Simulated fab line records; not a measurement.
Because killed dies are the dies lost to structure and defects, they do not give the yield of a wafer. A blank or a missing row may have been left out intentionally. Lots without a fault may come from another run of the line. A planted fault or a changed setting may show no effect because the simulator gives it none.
A struck lot beside a sound one ; flow nand harc ; 41 out of 1302 route steps
Sound: the wafers L996.1, L996.4, L996.5. Struck: wafer L109.6 (left out: L109.4, L109.5 of the same lot, which were not struck); the cause appears at the end.
Per side, at each step with rows, come the tool, then ch with its chambers, and then its first start. Under that, the readings that differ: sound wafers ; struck wafers ; difference of the means ; sigmas: that difference in standard deviations of wafers without a fault.
alike: readings whose means differ by less than 2 such deviations, and words and numbers that are the same on both sides. not compared: withheld readings, readings that some wafer has no value for, bounds like >300 that may hide the same value, and numbers for which the record gives no deviation and whose values overlap.
Wherever a step has rows on one side only, a row that says differs or no value, or a row with sigmas, the two part there. Numbers that don't overlap but have no deviation are shown without sigmas and don't part them. A reading missing from all wafers of one side parts the sides only when that side holds two or more wafers.

first, 8 steps without rows for these wafers: NHARC_P_M0_HMDS_02 (time 30 s); NHARC_P_M0_COAT_33 (time 65 s); NHARC_P_M0_COAT_03 (resist thk 90 nm); NHARC_P_M0_SOFTBAKE_04 (time 55 s); NHARC_P_M0_EBR_05; NHARC_P_M0_EXPOSE_06 (exposes mask P M0, target cd 90 nm); NHARC_P_M0_PEB_07 (peb time 65 s); NHARC_P_M0_DEVELOP_08 (develop time 35 s).
NHARC_P_M0_CD_MEAS_09: target cd 90 nm.
  sound on cd sem-01 ch 0, day 5 06:19; struck on cd sem-01 ch 0, day 10 11:02
  alike: cd nm
NHARC_P_M0_OVL_MEAS_10: pitch 180 nm.
  sound on overlay-01, day 5 06:24; struck on overlay-02, day 10 11:07
  alike: overlay x nm, overlay y nm
NHARC_P_M0_INSPECT_11:
  sound on defect inspect-02, day 5 06:26; struck on defect inspect-01, day 10 11:09
  alike: raw defect count
then, 1 step without rows for these wafers: NHARC_P_M0_DESCUM_14 (chemistry O2, time 3 s).
NHARC_P_M0_ETCH_34: etches the open film in N2/H2, target depth 40 nm, overetch 12 nm, time 43.94 s.
  sound on rie diel-02 ch 1,2,3, day 5 06:35; struck on rie diel-02 ch 3, day 10 11:26
  alike: drypump motor current A, oes product au, rf vpp V, showerhead plenum p Torr, throttle valve pct
  not compared: rf hours counter h
then, 1 step without rows for these wafers: NHARC_P_M0_ETCH_15 (etches the open film in C4F8/Ar, target depth 150 nm, overetch 15 nm, time 82.5 s).
NHARC_P_M0_CD_MEAS_16:
  sound on cd sem-02, day 5 06:48; struck on cd sem-01, day 10 11:39
  alike: cd nm
NHARC_P_M0_STRIP_18: strips in N2/H2.
  sound on rie diel-02 ch 1,2, day 5 06:53; struck on rie diel-01 ch 0, day 10 11:47
reading;sound;struck;difference;sigmas
drypump motor current A (A);6.2 5.4 6.2;4.9;-1.0;-3
  alike: oes product au, rf vpp V, showerhead plenum p Torr, throttle valve pct
  not compared: rf hours counter h
then, 1 step without rows for these wafers: NHARC_P_M0_STRIP_19 (strips in post etch residue remover, time 600 s).
NHARC_P_M0_DEGAS_28: time 60 s.
  sound on pvd sputter-01, day 5 07:25; struck on pvd sputter-02, day 10 12:16
  alike: heater power w
then, 1 step without rows for these wafers: NHARC_P_M0_PRE_CLEAN_29 (time 30 s).
NHARC_P_M0_PVD_20: deposits TaN, target thk 5 nm, time 8.06 s.
  sound on pvd sputter-01; struck on pvd sputter-02
  alike: throttle valve pct
then, 2 steps without rows for these wafers: NHARC_P_M0_PVD_21 (deposits Cu, target thk 30 nm, time 20.49 s); NHARC_P_M0_ECD_22 (material Cu, target thk 400 nm).
NHARC_P_M0_ANNEAL_30: time 90 s.
  sound on rtp anneal-02 ch 0, day 5 08:10; struck on rtp anneal-02 ch 0, day 10 13:09
reading;sound;struck;difference;sigmas
anneal temp c (C);225.01 224.66 224.78;225.40;+0.58;+3
  alike: wafer_temp_C_max
then, 1 step without rows for these wafers: NHARC_P_M0_CMP_23 (polishes, t overpolish 20 s, target thk 117.54 nm).
NHARC_P_M0_THK_MEAS_24: measures by xrf.
  sound on film metro-02, day 5 08:49; struck on film metro-01, day 10 13:39
  alike: thk nm
following that, these wafers have no rows for 1 step: NHARC_P_M0_SRD_25.
NHARC_P_M0_PRE_CLEAN_31: time 12 s.
  sound on pecvd-03 ch 0,1, day 5 09:04; struck on pecvd-04 ch 0, day 10 13:55
  alike: heater power w
then, 11 steps without rows for these wafers: NHARC_P_M0_DEP_32 (deposits SiCN, target thk 30 nm); NHARC_P_M1_DEP_00 (deposits SiOC, target thk 182.5 nm); NHARC_P_M1_DEHYDRATE_01 (time 120 s); NHARC_P_M1_HMDS_02 (time 30 s); NHARC_P_M1_COAT_34 (time 65 s); NHARC_P_M1_COAT_03 (resist thk 90 nm); NHARC_P_M1_SOFTBAKE_04 (time 55 s); NHARC_P_M1_EBR_05; NHARC_P_M1_EXPOSE_06 (exposes mask P M1, target cd 130 nm); NHARC_P_M1_PEB_07 (peb time 65 s); NHARC_P_M1_DEVELOP_08 (develop time 35 s).
NHARC_P_M1_CD_MEAS_09: target cd 130 nm.
  sound on cd sem-03 ch 0, day 5 10:26; struck on cd sem-03 ch 0, day 10 15:05
  alike: cd nm
NHARC_P_M1_OVL_MEAS_10: pitch 260 nm.
  sound on overlay-01, day 5 10:32; struck on overlay-02, day 10 15:10
  alike: overlay x nm, overlay y nm
-- jump in the record: it breaks off in module P_M1 and resumes in module END (first step shown: number 1302 of the route), and 18 days separate the struck wafers' starts before and after --
NHARC_END_SORT_01:
  here the record holds rows for the struck wafers (prober-01 ch 0, day 28 22:58) but none for the sound ones

== WHERE THEY PART ==
Earliest at NHARC_P_M0_STRIP_18; latest, in this record, at NHARC_END_SORT_01.

WHY: what had been put in by the simulator
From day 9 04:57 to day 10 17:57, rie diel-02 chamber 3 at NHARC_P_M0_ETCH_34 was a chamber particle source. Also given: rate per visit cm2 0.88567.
